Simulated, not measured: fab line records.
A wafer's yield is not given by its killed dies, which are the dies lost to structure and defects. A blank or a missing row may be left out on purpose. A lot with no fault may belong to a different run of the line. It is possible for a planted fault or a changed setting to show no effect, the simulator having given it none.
Lot-split experiment | flow n5_finfet | 21 wafers read from 7 lots, route of 1938 steps

== ABOUT THE SPLIT ==
At N5_BEOL_M6_PECVD_70 (deposits SiO2 from TEOS/O2, target thk 20 nm, time 22.7 s), the setting time_s was moved away from the recipe's 22.7 s on 6 of the 21 wafers read, by +6.0% to +14.6%. This setting was run at the recipe's value on the other wafers.

The split's own step is where the reading is taken.

== THE READING ==
SiO2_of_BEOL_M6_PECVD_70.thk_nm (the simulator's own value, which no gauge read), in nm, at N5_BEOL_M6_PECVD_70 (deposits SiO2 from TEOS/O2, target thk 20 nm, time 22.7 s). There is no usual value for it anywhere in the file. Here, 15 wafers ran the recipe; their average is 20.0 nm with a standard deviation of 0.22 nm.

wafer  | tool, chamber at the split | time_s as run, s | against the recipe | SiO2_of_BEOL_M6_PECVD_70.thk_nm, nm | against lot-mates on the recipe
L076.2 | pecvd-01, 1                | 25.23            | +11.1%             | 22.2                                | +2.2
L076.3 | pecvd-01, 2                | 25.23            | +11.1%             | 22                                  | +2.0
L076.4 | pecvd-01, 1                | 22.7             | recipe             | 20                                  | -
L078.2 | pecvd-01, 1,2              | 22.7             | recipe             | 20                                  | -
L078.3 | pecvd-01, 1,2              | 22.7             | recipe             | 20                                  | -
L078.5 | pecvd-01, 0                | 22.7             | recipe             | 20.6                                | -
L079.2 | pecvd-03, 0                | 22.7             | recipe             | 19.8                                | -
L079.3 | pecvd-03, 0                | 22.7             | recipe             | 20                                  | -
L079.5 | pecvd-03, 0                | 24.07            | +6.0%              | 21                                  | +1.1
L080.4 | pecvd-01, 0                | 22.7             | recipe             | 20.2                                | -
L080.5 | pecvd-01, 2                | 26.02            | +14.6%             | 23                                  | +2.9
L080.6 | pecvd-01, 1                | 22.7             | recipe             | 20                                  | -
L093.1 | pecvd-01, 0                | 22.7             | recipe             | 20                                  | -
L093.3 | pecvd-01, 2                | 22.7             | recipe             | 19.8                                | -
L093.6 | pecvd-01, 1                | 22.7             | recipe             | 20.2                                | -
L094.3 | pecvd-03, 0                | 22.7             | recipe             | 19.8                                | -
L094.4 | pecvd-03, 1,0              | 24.15            | +6.4%              | 21.2                                | +1.4
L094.5 | pecvd-03, 1,0              | 24.15            | +6.4%              | 21.2                                | +1.4
L095.2 | pecvd-01, 2                | 22.7             | recipe             | 19.6                                | -
L095.3 | pecvd-01, 1                | 22.7             | recipe             | 20                                  | -
L095.4 | pecvd-01, 1                | 22.7             | recipe             | 20.2                                | -
Where a row lists several chambers, the file gives one row for several wafers and doesn't say which wafer went through which chamber.

THE FIT
A straight line over all 21 wafers: SiO2_of_BEOL_M6_PECVD_70.thk_nm changes by +0.193 nm for each +1% of time_s; r = +0.97; the points scatter about the line by 0.21 nm.
The same after taking each lot's own level away (the mean of its wafers on the recipe; 21 wafers): +0.196 nm for each +1%; r = +0.98; scatter 0.18 nm.
Per that fit: largest time_s move, reading shift of 2.9 nm.
From 19.80 to 20.20 nm: that is the span of the lots' own levels, equal to 1.8 times the standard deviation above.
So the lot-to-lot level changes the slope little: the two slopes agree.
Check: for one of the wafers moved furthest among these (+14.6%), held out of the fit, the line's prediction against its lot-mates is +2.84 nm. It came out at +2.9 nm against them.

== ADDITIONAL SPLITS CARRIED BY THESE WAFERS ==
Note: prior to the reading, these wafers also went through further splits. Each is held against what the fit with the lots' levels taken away leaves over:
other split on the same wafers     | wafers away from the commonest value | r with SiO2_of_BEOL_M6_PECVD_70.thk_nm (lot level and that fit taken away)
N5_BEOL_M1_TRENCH_ETCH_37 time_s   | 6                                    | +0.20
N5_BEOL_M3_COAT_76 spin_rpm        | 10                                   | -0.22
N5_BEOL_M3_ETCH_77 h2_flow_sccm    | 8                                    | +0.10
N5_BEOL_M3_TRENCH_ETCH_37 source_w | 8                                    | +0.23
N5_BEOL_M4_DESCUM_33 time_s        | 8                                    | +0.47
N5_BEOL_M5_ETCH_72 source_w        | 7                                    | +0.13
N5_BEOL_M5_COAT_74 spin_rpm        | 7                                    | +0.04

== FILE'S OWN FIT ==
SiO2_of_BEOL_M6_PECVD_70.thk_nm changes by +0.196 nm for each +1% of time_s, r = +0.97.
